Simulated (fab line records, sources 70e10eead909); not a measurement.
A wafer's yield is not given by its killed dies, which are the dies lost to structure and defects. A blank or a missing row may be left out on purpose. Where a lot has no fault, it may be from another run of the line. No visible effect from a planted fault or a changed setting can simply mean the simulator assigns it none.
Struck lot and sound lot, side by side | flow nandHarc | 15 steps out of a route of 1159
Sound: these wafers, L851.2, L851.4, L851.5. Wafers struck: L868.1, L868.2, L868.6. Last of all comes the cause.
Order at every step that has rows: each side's tool, ch and its chambers, its first start. Under that, the readings that differ: sound wafers | struck wafers | difference of the means | sigmas: that difference in standard deviations of wafers without a fault.
alike: words and numbers the same on both sides, and readings whose means are apart by under 2 such deviations; not compared: readings that were withheld, readings missing a value for some wafer, numbers with overlapping values and no deviation given by the record, and bounds like >300 which may hide the same value.
Wherever a step has rows on one side only, a row that says differs or no value, or a row with sigmas, the two part there. Numbers that have no deviation but don't overlap get no sigmas and don't part them. A reading missing from all wafers of one side parts the sides only when that side holds two or more wafers.

first, 3 steps without rows for these wafers: NHARC_THIN_TSV_EXPOSE_09 (exposes mask TSV); NHARC_THIN_TSV_PEB_10 (peb time 85 s); NHARC_THIN_TSV_DEVELOP_11 (time 70 s).
NHARC_THIN_TSV_CD_MEAS_12: target cd 1000 nm.
  sound on cdSem-02 ch 0, day 18 21:34; struck on cdSem-03 ch 0, day 23 06:13
  alike: cdNm
then, 2 steps without rows for these wafers: NHARC_THIN_TSV_HARDBAKE_13 (time 80 s); NHARC_THIN_TSV_DESCUM_14 (chemistry O2, time 3 s).
NHARC_THIN_TSV_ETCH_44: etches the open film in CF4/O2, target depth 1594.2 nm, time 797.1 s.
  sound on rieDiel-02 ch 0,1,3, day 18 21:52; struck on rieDiel-01 ch 0,1,2, day 23 06:28
reading                      | sound          | struck         | difference | sigmas
showerheadPlenumPTorr (Torr) | 1.95 1.95 1.86 | 1.78 1.71 1.84 | -0.14      | -2
  alike: drypumpMotorCurrentA, oesProductAu, rfVppV, throttleValvePct
  not compared: rfHoursCounterH
NHARC_THIN_TSV_ETCH_15: target depth 3000 nm, bosch target overetch cycles 2, bosch etch step 2.8 s.
  sound on rieSi-02 ch 1,2,3, day 18 22:23; struck on rieSi-05 ch 0,1,2, day 23 07:02
  alike: drypumpMotorCurrentA
  not compared: rfHoursCounterH
NHARC_THIN_TSV_CD_MEAS_16:
  sound on cdSem-03 at day 18 22:31; struck on cdSem-02 at day 23 07:11
  alike: cdNm
NHARC_THIN_TSV_STRIP_45: strips in O2.
  sound on plasmaAsher-02 ch 1, day 18 23:10; struck on plasmaAsher-02 ch 0,1, day 23 07:16
  alike: drypumpMotorCurrentA, heaterPowerW
  not compared: rfHoursCounterH
then, 1 step without rows for these wafers: NHARC_THIN_TSV_STRIP_46 (strips in post etch residue remover, time 1200 s).
NHARC_THIN_TSV_DEP_47: deposits SiO2, target thk 200 nm.
  sound on pecvd-02 ch 0,2, day 19 00:04; struck on pecvd-01 ch 0,2, day 23 08:04
  alike: chamberPressureTorr, throttleValvePct
NHARC_THIN_TSV_ETCHBACK_48: etches the open film in C4F8/Ar, target depth 1028.5 nm, time 405.17 s.
  sound on rieDiel-01 ch 0,1,2, day 19 00:31; struck on rieDiel-13 ch 0,2, day 23 08:28
reading             | sound             | struck            | difference | sigmas
oesProductAu (a.u.) | 0.94 0.92 0.92    | 1.15 1.14 1.15    | +0.22      | +6
rfFwdPowerW (W)     | 597.5 599.5 598.5 | 842.8 839.3 841.1 | +242.6     | +99 or more
  alike: rfVppV
  not compared: rfHoursCounterH
NHARC_THIN_TSV_STRIP_62: strips in N2/H2, time 20 s.
  sound on plasmaAsher-02 ch 0,1, day 19 00:51; struck on plasmaAsher-02 ch 0,1, day 23 08:49
  alike: drypumpMotorCurrentA, heaterPowerW
  not compared: rfHoursCounterH
NHARC_END_SORT_01:
  sound on prober-02 ch 0, day 19 19:53; struck on prober-01 ch 0, day 23 19:49
  alike: defectLimitedYield, killedAtArray, killedAtOther, killedAtPeriphery, killedDies, killedOpen, killedShort, sort_bin_2_pct, sort_bin_3_pct, sort_bin_4_pct, sortNPass, sortRimYieldPct, sortYieldPct

## WHERE THEY PART
Last at NHARC_THIN_TSV_ETCHBACK_48 as far as this record goes, first at NHARC_THIN_TSV_ETCH_44. Later steps at which nothing parts them and some readings are alike: NHARC_THIN_TSV_STRIP_62, NHARC_END_SORT_01.

WHY: the cause the simulator had injected
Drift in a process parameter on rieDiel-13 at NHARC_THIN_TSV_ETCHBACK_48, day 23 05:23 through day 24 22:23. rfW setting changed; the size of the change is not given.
